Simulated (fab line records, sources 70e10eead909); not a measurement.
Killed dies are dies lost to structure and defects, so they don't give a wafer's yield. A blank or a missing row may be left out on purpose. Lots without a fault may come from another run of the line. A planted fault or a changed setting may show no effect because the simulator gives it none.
Which tool did it? | flow nand_harc | 13 lots, 39 wafers sampled, at 4 steps of a route of 1159

WHAT THE GAUGES READ, wafer by wafer
NHARC_A_CONTACT_CD_MEAS_69: target cd 200 nm.
lot  | measured     | on        | cd_nm (nm)
L893 | day 16 21:44 | cd_sem-01 | 201.0 200.3 201.3
L895 | day 17 02:18 | cd_sem-03 | 200.2 199.6 198.8
L894 | day 17 00:34 | cd_sem-02 | 199.9 200.6 200.1
L896 | day 18 03:29 | cd_sem-03 | 199.7 200.1 199.7
L898 | day 18 15:43 | cd_sem-01 | 199.9 199.8 198.9
L900 | day 18 16:51 | cd_sem-02 | 199.9 200.9 199.5
L899 | day 18 18:16 | cd_sem-03 | 199.2 198.8 198.9
L901 | day 19 08:40 | cd_sem-01 | 200.1 200.3 200.5
L902 | day 19 14:25 | cd_sem-02 | 200.0 199.9 199.5
L905 | day 19 18:24 | cd_sem-01 | 199.8 199.4 199.2
L904 | day 20 03:34 | cd_sem-01 | 200.4 200.4 200.6
L908 | day 20 21:33 | cd_sem-01 | 185.3 184.9 184.7
L914 | day 22 00:04 | cd_sem-02 | 187.5 188.4 188.0

WHICH TOOL RAN EACH LOT (tool, then ch and the chambers of the sampled wafers, then the start)
lot  | NHARC_A_CONTACT_ETCH_112             | NHARC_A_CONTACT_ETCH_120             | NHARC_A_CONTACT_EXPOSE_66
L893 | har_cap_etch-01 ch 0,1, day 16 13:20 | har_cap_etch-01 ch 0,1, day 16 14:04 | arfi_scanner-02 ch 0, day 16 21:35
L895 | har_cap_etch-02 ch 0,1, day 16 17:50 | har_cap_etch-02 ch 0,1, day 16 18:34 | arfi_scanner-02 ch 0, day 17 02:10
L894 | har_cap_etch-03 ch 0,1, day 16 18:28 | har_cap_etch-03 ch 0,1, day 16 19:11 | arfi_scanner-02 ch 0, day 17 00:26
L896 | har_cap_etch-01 ch 0,1, day 17 19:49 | har_cap_etch-01 ch 0,1, day 17 20:47 | arfi_scanner-01 ch 0, day 18 03:22
L898 | har_cap_etch-01 ch 0,1, day 18 07:25 | har_cap_etch-01 ch 0,1, day 18 08:09 | arfi_scanner-02 ch 0, day 18 15:35
L900 | har_cap_etch-03 ch 0,1, day 18 10:02 | har_cap_etch-03 ch 0,1, day 18 11:00 | arfi_scanner-02 ch 0, day 18 16:43
L899 | har_cap_etch-01 ch 0,1, day 18 13:03 | har_cap_etch-01 ch 0,1, day 18 13:47 | arfi_scanner-03 ch 0, day 18 18:07
L901 | har_cap_etch-01 ch 0,1, day 19 02:51 | har_cap_etch-01 ch 0,1, day 19 03:35 | arfi_scanner-02 ch 0, day 19 08:31
L902 | har_cap_etch-02 ch 0,1, day 19 08:53 | har_cap_etch-02 ch 0,1, day 19 09:37 | arfi_scanner-01 ch 0, day 19 14:17
L905 | har_cap_etch-03 ch 0,1, day 19 11:15 | har_cap_etch-03 ch 0,1, day 19 11:59 | arfi_scanner-02 ch 0, day 19 18:16
L904 | har_cap_etch-01 ch 0,1, day 19 22:22 | har_cap_etch-01 ch 0,1, day 19 23:05 | arfi_scanner-02 ch 0, day 20 03:26
L908 | har_cap_etch-02 ch 0,1, day 20 12:16 | har_cap_etch-02 ch 0,1, day 20 12:59 | arfi_scanner-02 ch 0, day 20 21:25
L914 | har_cap_etch-02 ch 0,1, day 21 18:22 | har_cap_etch-02 ch 0,1, day 21 19:05 | arfi_scanner-02 ch 0, day 21 23:55
- NHARC_A_CONTACT_ETCH_112: etches the open film in C4F8/O2/Ar, time 94 s, target depth 922 nm.
- NHARC_A_CONTACT_ETCH_120: etches the open film in C4F8/O2/Ar, time 94 s, target depth 922 nm.
- NHARC_A_CONTACT_EXPOSE_66: exposes mask A CC 2.

WHAT THE TOOLS THEMSELVES READ (means of the sampled wafers that have a number; where no wafer has one, the mark that the record gives instead)
NHARC_A_CONTACT_EXPOSE_66.
lot  | tool            | exposure_dose_mJ_cm2
L893 | arfi_scanner-02 | 59.04
L895 | arfi_scanner-02 | 59.01
L894 | arfi_scanner-02 | 58.94
L896 | arfi_scanner-01 | 59.03
L898 | arfi_scanner-02 | 59.03
L900 | arfi_scanner-02 | 58.95
L899 | arfi_scanner-03 | 58.92
L901 | arfi_scanner-02 | 58.97
L902 | arfi_scanner-01 | 59.07
L905 | arfi_scanner-02 | 59.05
L904 | arfi_scanner-02 | 59.01
L908 | arfi_scanner-02 | 40.50
L914 | arfi_scanner-02 | 44.23

THE ANSWER, worked out from the rows above alone
Rule: what is usual is taken from the lots themselves. Put in order of their means at a reading, lots are off if they are a third of the lots or fewer, leave a main group of 4 or more, and stand apart from it by a gap of 3 or more times the standard deviation of the main group's means; of several such gaps the widest counts. A main group whose means are all the same, to the digits that the tables above print for the reading, isn't used. A lot without any number at a reading at which 4 lots or more have one is off too. The other lots that the step has rows for count as sound. The gauges are gone through in route order, then the tools' own readings, and for those a lot's mean is taken as printed above. The first step at which some lot is off is used, and at that step the reading that is off furthest; a lot without a number counts as furthest.
Off: L908, L914, at NHARC_A_CONTACT_CD_MEAS_69 (cd_nm). The main group: mean 199.9 nm, standard deviation 0.51.
A tool fits if, at a process step before that reading, it ran every lot that is off, and no sound lot after the first of them. The gauges at NHARC_A_CONTACT_CD_MEAS_69 aren't tried: what is off there is off at NHARC_A_CONTACT_EXPOSE_66 too, on other tools, and a gauge's error can't cause that. Can't be told from this: 2 tools fit, har_cap_etch-02 at NHARC_A_CONTACT_ETCH_112 and NHARC_A_CONTACT_ETCH_120, arfi_scanner-02 at NHARC_A_CONTACT_EXPOSE_66.

WHAT THE SIMULATOR HAD PUT IN
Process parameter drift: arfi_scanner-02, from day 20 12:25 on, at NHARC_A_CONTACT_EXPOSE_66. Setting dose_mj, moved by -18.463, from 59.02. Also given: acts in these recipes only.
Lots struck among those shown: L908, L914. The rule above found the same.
